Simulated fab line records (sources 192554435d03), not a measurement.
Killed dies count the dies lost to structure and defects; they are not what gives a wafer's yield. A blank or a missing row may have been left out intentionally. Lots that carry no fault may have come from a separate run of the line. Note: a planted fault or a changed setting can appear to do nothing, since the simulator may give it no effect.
The tool behind it: which one?	flow n5 finfet	11 lots, 32 wafers sampled, at 5 steps of a route of 1938

## WHAT THE GAUGES READ, wafer by wafer
The record holds no reading of a measuring or inspecting step that can be judged against a usual standard deviation.

## WHICH TOOL RAN EACH LOT (tool, then ch and the chambers of the sampled wafers, then the start)
lot	N5_BEOL_M9_TRENCH_ETCH_37	N5_BEOL_M9_STRIP_80	N5_BEOL_M9_CURE_72	N5_BEOL_M9_CVD_78	N5_PASSIVATION_PROBE_49
L195	rie diel-06 ch 0,1,3, day 8 22:42 or earlier	rie diel-06 ch 0,1,3, day 8 22:42 or earlier	uv cure-02 ch 2, day 8 22:42	cvd co-02 ch 0,1, day 8 23:31	prober-02, day 11 04:40
L198	rie diel-05 ch 0,1,3, day 10 01:35 or earlier	rie diel-05 ch 0,1,3, day 10 01:35 or earlier	uv cure-03 ch 2, day 10 01:35	cvd co-01 ch 0,1, day 10 02:41	prober-01, day 12 04:06
L199	rie diel-02 ch 0,1,3, day 10 11:07 or earlier	rie diel-02 ch 0,1,3, day 10 11:07 or earlier	uv cure-02 ch 2, day 10 11:07	cvd co-02 ch 0,1,2, day 10 13:37	prober-01, day 12 19:34
L196	rie diel-02 ch 0,1, day 10 13:45 or earlier	rie diel-02 ch 0,1, day 10 13:45 or earlier	uv cure-01 ch 2, day 10 13:45	cvd co-01 ch 0,1,2, day 10 14:43	-
L202	rie diel-05 ch 0,1,2, day 12 08:04 or earlier	rie diel-05 ch 0,1,2, day 12 08:04 or earlier	uv cure-01 ch 1, day 12 08:04	cvd co-01 ch 0,2, day 12 09:49	prober-02, day 14 21:00
L204	rie diel-06 ch 1,2, day 12 08:02 or earlier	rie diel-06 ch 1,2, day 12 08:02 or earlier	uv cure-02 ch 0, day 12 08:02	cvd co-01 ch 0,1,2, day 12 09:43	-
L203	rie diel-06 ch 1,2, day 12 11:49 or earlier	rie diel-06 ch 1,2, day 12 11:49 or earlier	uv cure-01 ch 0, day 12 11:49	cvd co-02 ch 0,2, day 12 13:17	prober-01, day 14 21:40
L205	rie diel-05 ch 1,2, day 12 12:10 or earlier	rie diel-05 ch 1,2, day 12 12:10 or earlier	uv cure-02 ch 2, day 12 12:10	cvd co-01 ch 0,2, day 12 13:20	prober-01, day 15 01:50
L206	rie diel-06 ch 0,2,3, day 12 16:39 or earlier	rie diel-06 ch 0,2,3, day 12 16:39 or earlier	uv cure-03 ch 1, day 12 16:39	cvd co-02 ch 1,2, day 12 17:49	prober-01, day 15 05:35
L207	rie diel-02 ch 2,3, day 13 00:08 or earlier	rie diel-02 ch 2,3, day 13 00:08 or earlier	uv cure-02 ch 0, day 13 00:08	cvd co-01 ch 0,1,2, day 13 01:33	-
L211	rie diel-05 ch 0,1, day 14 04:48 or earlier	rie diel-05 ch 0,1, day 14 04:48 or earlier	uv cure-01 ch 1, day 14 04:48	cvd co-01 ch 0,2, day 14 06:35	prober-01, day 16 18:41
- N5_BEOL_M9_TRENCH_ETCH_37: etches SiCOH lowk in C4F6/O2, target depth 151.43 nm, time 49 s.
- N5_BEOL_M9_STRIP_80: strips in N2/H2, time 10 s.
- N5_BEOL_M9_CURE_72: cures SiCOH lowk, time 120 s.
- N5_BEOL_M9_CVD_78: deposits Co from CCTBA/H2, target thk 2 nm, time 138.9 s.
- N5_PASSIVATION_PROBE_49

## AS READ BY THE TOOLS THEMSELVES (means over the sampled wafers that have a number; for cases with no such wafer, the mark the record gives instead)
N5_BEOL_M9_TRENCH_ETCH_37.
lot	tool	drypump motor current A (A)	oes product au (a.u.)	rf vpp V (V)	showerhead plenum p Torr (Torr)	throttle valve pct (%)
L195	rie diel-06	5.9	0.80	660	2.79	20.82
L198	rie diel-05	5.7	0.88	663	2.92	20.82
L199	rie diel-02	5.7	0.84	662	2.95	20.93
L196	rie diel-02	5.3	0.84	659	2.99	21.11
L202	rie diel-05	5.6	0.78	665	2.85	21.00
L204	rie diel-06	6.2	0.74	665	2.80	21.06
L203	rie diel-06	5.8	0.73	665	2.76	21.02
L205	rie diel-05	5.6	0.72	664	2.86	21.27
L206	rie diel-06	6.3	0.79	662	2.82	20.89
L207	rie diel-02	6.1	0.84	664	2.84	20.70
L211	rie diel-05	5.8	0.79	662	2.85	20.86

N5_BEOL_M9_STRIP_80.
lot	tool	drypump motor current A (A)	oes product au (a.u.)	rf vpp V (V)	showerhead plenum p Torr (Torr)	throttle valve pct (%)
L195	rie diel-06	5.9	0.81	59.4	2.49	23.6
L198	rie diel-05	5.8	0.88	60.2	2.61	23.8
L199	rie diel-02	5.7	0.85	59.7	2.64	23.7
L196	rie diel-02	5.2	0.84	59.3	2.68	23.9
L202	rie diel-05	5.6	0.78	59.2	2.55	23.9
L204	rie diel-06	6.2	0.74	59.6	2.48	23.6
L203	rie diel-06	5.8	0.73	58.2	2.45	23.7
L205	rie diel-05	5.6	0.72	59.8	2.55	24.2
L206	rie diel-06	6.3	0.79	58.1	2.52	23.5
L207	rie diel-02	6.1	0.85	59.3	2.54	23.3
L211	rie diel-05	5.7	0.80	58.9	2.55	23.8

N5_BEOL_M9_CURE_72.
lot	tool	lamp power pct (%)	wafer_temp_C_max
L195	uv cure-02	52.31	371.9
L198	uv cure-03	52.29	372.0
L199	uv cure-02	52.28	371.7
L196	uv cure-01	52.32	371.5
L202	uv cure-01	52.33	370.6
L204	uv cure-02	52.28	372.1
L203	uv cure-01	52.36	371.0
L205	uv cure-02	52.35	371.9
L206	uv cure-03	52.32	372.2
L207	uv cure-02	52.35	371.5
L211	uv cure-01	52.35	370.7

N5_BEOL_M9_CVD_78.
lot	tool	run length s (s)
L195	cvd co-02	162.0
L198	cvd co-01	161.9
L199	cvd co-02	161.9
L196	cvd co-01	161.6
L202	cvd co-01	162.0
L204	cvd co-01	161.6
L203	cvd co-02	161.5
L205	cvd co-01	161.7
L206	cvd co-02	162.4
L207	cvd co-01	161.6
L211	cvd co-01	163.3

N5_PASSIVATION_PROBE_49.
lot	tool	defect limited yield (%)	killed_at_M0_to_M3	killed_at_M4_up	killed at contacts	killed at front end	killed at other	killed dies	killed on rim	killed open	killed short	sort_bin_5_function (%)	sort_bin_6_memory (%)	sort n pass	sort yield pct (%)
L195	prober-02	92.4	31	9	11	31	7.7	90	11	56	32	4.3	3.1	1090	92.4
L198	prober-01	92.8	42	11	9	22	1.3	85	10	56	27	4.2	2.7	1095	92.8
L199	prober-01	91.2	30	23	12	34	5.7	104	14	73	31	5.4	3.0	1076	91.2
L202	prober-02	89.5	37	13	16	57	1.3	124	19	83	40	6.3	3.8	1056	89.5
L203	prober-01	90.8	30	14	15	44	5.3	109	13	74	34	5.4	3.6	1071	90.8
L205	prober-01	90.8	40	15	13	39	2.0	109	12	71	35	5.3	3.5	1071	90.8
L206	prober-01	91.2	20	16	10	55	2.3	103	12	70	32	5.6	3.0	1077	91.2
L211	prober-01	92.0	30	6	25	31	2.5	94	13	67	27	4.5	3.2	1086	92.0

## THE ANSWER, worked out from the rows above alone
Rule: the lots themselves supply what counts as usual. The widest of any qualifying gaps counts: lots, ordered by their means at a reading, are off when they make up no more than a third of the lots, leave a main group of 4 or more, and stand apart from it by 3 or more times the standard deviation of that group's means. The tables above print the reading to a certain number of digits; a main group whose means all agree to those digits is not used. Also off: a lot with no number at a reading for which 4 or more lots have one. Where the step has rows for the other lots, those lots are counted as sound. Order of review: gauges by route order, followed by the tools' own readings, for which a lot's mean as printed above is used. The first step at which some lot is off is used, and at that step the reading that is off furthest; a lot without a number counts as furthest.
Off, at N5_BEOL_M9_CVD_78 on run length s: L211. The main group: mean 161.8 s, standard deviation 0.26.
A tool fits if, at that step or a process step before it, it ran every lot that is off, and no sound lot after the first of them. Because N5_BEOL_M9_TRENCH_ETCH_37 lacks a start for some lots, the hours and order of its lots are taken from N5_BEOL_M9_CURE_72. Because N5_BEOL_M9_STRIP_80 lacks a start for some lots, the hours and order of its lots are taken from N5_BEOL_M9_CURE_72. Can't be told from this: 3 tools fit, rie diel-05 at N5_BEOL_M9_TRENCH_ETCH_37 and N5_BEOL_M9_STRIP_80, uv cure-01 at N5_BEOL_M9_CURE_72, cvd co-01 at N5_BEOL_M9_CVD_78.

## WHAT THE SIMULATOR HAD PUT IN
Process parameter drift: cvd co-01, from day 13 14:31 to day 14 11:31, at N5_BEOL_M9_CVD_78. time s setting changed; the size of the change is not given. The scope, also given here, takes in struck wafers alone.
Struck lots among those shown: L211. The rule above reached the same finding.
